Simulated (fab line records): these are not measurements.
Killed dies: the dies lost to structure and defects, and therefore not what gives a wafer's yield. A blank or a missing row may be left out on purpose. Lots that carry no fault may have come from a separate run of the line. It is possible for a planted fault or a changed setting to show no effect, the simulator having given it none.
Matching of chambers | flow n5-finfet | rie-diel-02 running N5_BEOL_M1_DESCUM_16: 4 sister chambers
The step chemistry O2, time 7 s. 18 wafers are shown with their chamber, then 9 later ones without.

== WAFERS WITH THEIR CHAMBER ==
wafer  | chamber | drypump-motor-current-A (A) | throttle-valve-pct (%) | oes-product-au (a.u.)
L075.1 | 1       | 5.6                         | 20.27                  | 0.91
L075.3 | 2       | 6.5                         | 20.85                  | 0.82
L075.6 | 3       | 5.9                         | 19.98                  | 0.86
L077.2 | 1       | 5.6                         | 20.28                  | 0.92
L077.3 | 0       | 5.1                         | 20.81                  | 0.76
L077.6 | 2       | 6.5                         | 20.84                  | 0.82
L078.2 | 0       | 5.1                         | 20.80                  | 0.77
L078.3 | 1       | 5.6                         | 20.31                  | 0.91
L078.5 | 2       | 6.5                         | 20.86                  | 0.80
L079.1 | 2       | 6.5                         | 20.87                  | 0.81
L079.4 | 0       | 5.1                         | 20.82                  | 0.77
L079.6 | 3       | 5.9                         | 20.00                  | 0.84
L080.2 | 3       | 5.8                         | 19.98                  | 0.84
L080.3 | 1       | 5.6                         | 20.29                  | 0.91
L080.6 | 2       | 6.5                         | 20.87                  | 0.81
L082.1 | 1       | 5.6                         | 20.29                  | 0.90
L082.2 | 3       | 5.8                         | 20.00                  | 0.83
L082.4 | 2       | 6.5                         | 20.86                  | 0.80

SIGNATURES (averages over the wafers above)
reading                 | chamber 0 | chamber 1 | chamber 2 | chamber 3 | scatter within a chamber
drypump-motor-current-A | 5.100     | 5.600     | 6.500     | 5.850     | 0.0267
throttle-valve-pct      | 20.8100   | 20.2880   | 20.8583   | 19.9900   | 0.0124
oes-product-au          | 0.7667    | 0.9100    | 0.8100    | 0.8425    | 0.00903
Rule: a wafer's distance from a chamber is the root of the sum, over the readings, of the square of ((its reading less the chamber's mean) divided by the reading's scatter). If the next closest chamber is less than 2 further off than the closest, the wafer can't be placed; otherwise it belongs to the closest. How the scatter is found: for the shown wafers, subtract from each reading the mean of its chamber, square and add these, divide the total by (wafers less chambers), then take the root.

== WAFERS MISSING THEIR CHAMBER ==
wafer  | drypump-motor-current-A (A) | throttle-valve-pct (%) | oes-product-au (a.u.)
L090.3 | 5.1                         | 20.84                  | 0.75
L090.4 | 5.9                         | 20.04                  | 0.81
L090.6 | 5.7                         | 20.31                  | 0.88
L094.1 | 5.6                         | 20.33                  | 0.87
L094.5 | 6.5                         | 20.90                  | 0.77
L094.6 | 5.1                         | 20.86                  | 0.74
L097.2 | 6.5                         | 20.90                  | 0.77
L097.3 | 5.6                         | 20.33                  | 0.85
L097.6 | 5.6                         | 20.34                  | 0.85

== EACH ONE'S CHAMBER ==
wafer  | from the rows above | in truth
L090.3 | 0                   | 0
L090.4 | 3                   | 3
L090.6 | 1                   | 1
L094.1 | 1                   | 1
L094.5 | 2                   | 2
L094.6 | 0                   | 0
L097.2 | 2                   | 2
L097.3 | 1                   | 1
L097.6 | 1                   | 1
9 of 9 placed correctly. Can't be placed from these rows: 0. Number placed wrongly: 0.
